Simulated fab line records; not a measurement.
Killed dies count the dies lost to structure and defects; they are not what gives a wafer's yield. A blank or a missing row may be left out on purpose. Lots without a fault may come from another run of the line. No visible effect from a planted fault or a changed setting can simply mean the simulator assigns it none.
Matching of chambers | flow nand_harc | 4 sister chambers for NHARC_A_WL_FILL_STRIP_29 on rie_diel-13
The step strips in O2, time 20 s. 8 wafers are shown with their chamber, then 7 later ones without.

WAFERS WITH THEIR CHAMBER
wafer  | chamber | showerhead_plenum_p_Torr (Torr) | drypump_motor_current_A (A)
L319.6 | 2       | 3.63                            | 5.6
L322.3 | 3       | 3.29                            | 5.8
L322.4 | 1       | 3.66                            | 5.4
L322.6 | 3       | 3.29                            | 5.8
L330.5 | 0       | 3.74                            | 6.2
L330.6 | 1       | 3.65                            | 5.5
L331.1 | 0       | 3.74                            | 6.2
L331.2 | 2       | 3.63                            | 5.5

WAFERS WHOSE CHAMBER IS MISSING
wafer  | showerhead_plenum_p_Torr (Torr) | drypump_motor_current_A (A)
L331.4 | 3.29                            | 5.8
L332.1 | 3.74                            | 6.3
L332.3 | 3.65                            | 5.4
L332.4 | 3.62                            | 5.6
L333.4 | 3.62                            | 5.6
L333.5 | 3.65                            | 5.4
L333.6 | 3.74                            | 6.3

WHICH CHAMBER EACH WENT THROUGH
wafer  | from the rows above | in truth
L331.4 | 3                   | 3
L332.1 | 0                   | 0
L332.3 | 1                   | 1
L332.4 | 2                   | 2
L333.4 | 2                   | 2
L333.5 | 1                   | 1
L333.6 | 0                   | 0
Correctly placed: 7 of 7. Can't be placed from these rows: 0. Placed wrongly: 0.
How it was worked out, from the rows above alone: a wafer's distance from a chamber is the root of the sum, over the readings, of the square of ((its reading less the chamber's mean) divided by the reading's scatter). The wafer belongs to the nearest chamber; if the next one is less than 2 further off, it can't be placed. A chamber's mean is the mean of its shown wafers. How the scatter is found: for the shown wafers, subtract from each reading the mean of its chamber, square and add these, divide the total by (wafers less chambers), then take the root.
